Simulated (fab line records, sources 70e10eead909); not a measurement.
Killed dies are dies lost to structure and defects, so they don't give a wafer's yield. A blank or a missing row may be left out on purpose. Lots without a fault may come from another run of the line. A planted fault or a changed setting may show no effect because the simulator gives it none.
Problem report in the 8D (eight disciplines) form, filled by code | flow nand_harc | the parts of the form that need people (team, actions taken, sign-off) are left out

1. THE PROBLEM
thk_nm at NHARC_A_ONON_D2_THK_MEAS_02 reads a mean of 1603 nm on 1 wafer of 1 lot; wafers without a fault read 998 nm with a standard deviation of 7.2. That is +84 standard deviations from the usual mean.
The step: measures by ellipsometry.
First seen on wafer L536.5, day 19 03:45, on film_metro-02. The record holds 39 wafers of 13 lots with a number at this step. Rule for "out", or "out of limits": more than 4 standard deviations from the usual mean. The other wafers with a number count as sound.

2. WHAT IT IS AND WHAT IT IS NOT
question                    | is                | is not
which readings at this step | thk_nm            | -
which lots                  | L536              | L519, L521, L522, L523, L524, L525, L526, L528, L529, L530, L541, L542
which wafers of those lots  | L536.5            | L536.1, L536.2
read on which gauges        | film_metro-02     | film_metro-01
when                        | from day 19 03:45 | up to then (32 sound wafers); but 6 sound wafers of L541, L542 came after

3. SUSPECTS, AND WHAT RULES EACH OUT
Counting: a tool at a process step up to the reading stays a suspect if it ran every lot that is out. Sound lots after the first of them don't rule it out here, since some wafers of a struck lot are sound.
- the gauge at NHARC_A_ONON_D2_THK_MEAS_02: kept. All the wafers that are out were read on film_metro-02, and no step on other tools shows them out.
- rie_diel-13 at NHARC_A_CHANNEL_FILL_D1_STRIP_29 (strips in O2, time 20 s): kept. It ran the lot that is out, L536 (day 19 02:51); its last sound lot up to then is L526 (day 15 10:16). NHARC_A_CHANNEL_FILL_D1_STRIP_29 gives no start for some lots, so the hours and the order of its lots are those of NHARC_A_DECK1_JOINT_DEP_16.
- pecvd-02 at NHARC_A_DECK1_JOINT_DEP_16 (deposits SiO2, target thk 45 nm): kept. It ran the lot that is out, L536 (day 19 02:51); its last sound lot up to then is L530 (day 17 05:13).
- pecvd_onon-04 at NHARC_A_ONON_D2_DEP_00 (target thk 1000 nm): kept. It ran the lot that is out, L536 (day 19 03:14); its last sound lot up to then is L530 (day 17 05:39).
Left after counting: rie_diel-13 at NHARC_A_CHANNEL_FILL_D1_STRIP_29, pecvd-02 at NHARC_A_DECK1_JOINT_DEP_16, pecvd_onon-04 at NHARC_A_ONON_D2_DEP_00, film_metro-02 at NHARC_A_ONON_D2_THK_MEAS_02.

4. THE CAUSE (what the simulator had put in)
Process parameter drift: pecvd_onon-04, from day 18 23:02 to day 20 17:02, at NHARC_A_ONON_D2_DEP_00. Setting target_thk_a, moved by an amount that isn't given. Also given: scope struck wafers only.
Counting left 4 suspects, and this tool is among them.

5. THE CHAIN OF EFFECTS, in route order
Each row: a reading whose mean over the struck wafers that have a number lies more than 3 standard deviations from the usual. Only readings for which the record gives a usual standard deviation are gone through. hours: the time from each lot's start at the first step in this table that gives one to its start at this step, as a median over the lots. sigmas: the change in usual standard deviations.
hours | step                        | reading | usual  | on struck wafers | change | sigmas
0     | NHARC_A_ONON_D2_THK_MEAS_02 | thk_nm  | 998 nm | 1603             | +605   | +84

6. WHAT WOULD HAVE CAUGHT IT SOONER
In this record the first reading out of limits at a measuring or inspecting step was taken at day 19 03:45, 5 hours after the fault began at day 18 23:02.
Of the tool readings at NHARC_A_ONON_D2_DEP_00 for which the record gives a usual standard deviation, none was out on any struck wafer, so an alarm limit of 4 standard deviations on them would not have fired.
All the lots that are out (1) had begun NHARC_A_ONON_D2_DEP_00 on pecvd_onon-04 by day 19 03:45. A hold on the tool at that time would have spared none of them.
